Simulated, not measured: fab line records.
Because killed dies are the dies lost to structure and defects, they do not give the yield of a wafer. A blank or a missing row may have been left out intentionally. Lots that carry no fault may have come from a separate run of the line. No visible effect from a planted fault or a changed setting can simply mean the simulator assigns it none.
Matching of chambers | flow n5-finfet | N5_FIN_CUT_STRIP_24 on rie-diel-02 has 4 sister chambers
The step strips in CF4. 14 wafers are shown with their chamber, then 6 later ones without.

## WAFERS, EACH WITH ITS CHAMBER
wafer  | chamber | showerhead-plenum-p-Torr (Torr) | drypump-motor-current-A (A) | throttle-valve-pct (%)
L289.1 | 3       | 1.78                            | 5.8                         | 13.91
L289.3 | 2       | 1.88                            | 6.0                         | 13.61
L289.6 | 1       | 1.75                            | 5.7                         | 13.90
L290.1 | 2       | 1.87                            | 6.0                         | 13.63
L290.3 | 1       | 1.75                            | 5.7                         | 13.92
L290.6 | 1       | 1.75                            | 5.7                         | 13.92
L291.1 | 3       | 1.77                            | 5.7                         | 13.92
L291.3 | 2       | 1.87                            | 6.0                         | 13.65
L291.5 | 0       | 1.82                            | 5.9                         | 13.64
L298.1 | 0       | 1.82                            | 5.9                         | 13.68
L298.3 | 1       | 1.75                            | 5.7                         | 13.94
L298.6 | 2       | 1.87                            | 6.0                         | 13.65
L306.1 | 1       | 1.74                            | 5.7                         | 13.98
L306.3 | 3       | 1.77                            | 5.7                         | 13.97

SIGNATURES (averages over the wafers above)
reading                  | chamber 0 | chamber 1 | chamber 2 | chamber 3 | scatter within a chamber
showerhead-plenum-p-Torr | 1.8200    | 1.7480    | 1.8725    | 1.7733    | 0.00471
drypump-motor-current-A  | 5.900     | 5.700     | 6.000     | 5.733     | 0.0258
throttle-valve-pct       | 13.6600   | 13.9320   | 13.6350   | 13.9333   | 0.0277
Rule: for a wafer and a chamber, the distance is found by dividing, reading by reading, the gap between the wafer's reading and the chamber's mean by the reading's scatter, squaring, summing and taking the root. The wafer belongs to the nearest chamber; if the next one is less than 2 further off, it can't be placed. How the scatter is found: for the shown wafers, subtract from each reading the mean of its chamber, square and add these, divide the total by (wafers less chambers), then take the root.

## WAFERS MISSING THEIR CHAMBER
wafer  | showerhead-plenum-p-Torr (Torr) | drypump-motor-current-A (A) | throttle-valve-pct (%)
L306.4 | 1.87                            | 6.0                         | 13.68
L307.1 | 1.74                            | 5.7                         | 14.00
L307.3 | 1.77                            | 5.7                         | 13.98
L307.4 | 1.87                            | 6.0                         | 13.70
L308.5 | 1.86                            | 6.0                         | 13.70
L308.6 | 1.77                            | 5.8                         | 13.98

## THE CHAMBER EACH PASSED THROUGH
wafer  | from the rows above | in truth
L306.4 | 2                   | 2
L307.1 | 1                   | 1
L307.3 | 3                   | 3
L307.4 | 2                   | 2
L308.5 | 2                   | 2
L308.6 | 3                   | 3
Correctly placed: 6 of 6. Number that these rows cannot place: 0. Number placed wrongly: 0.
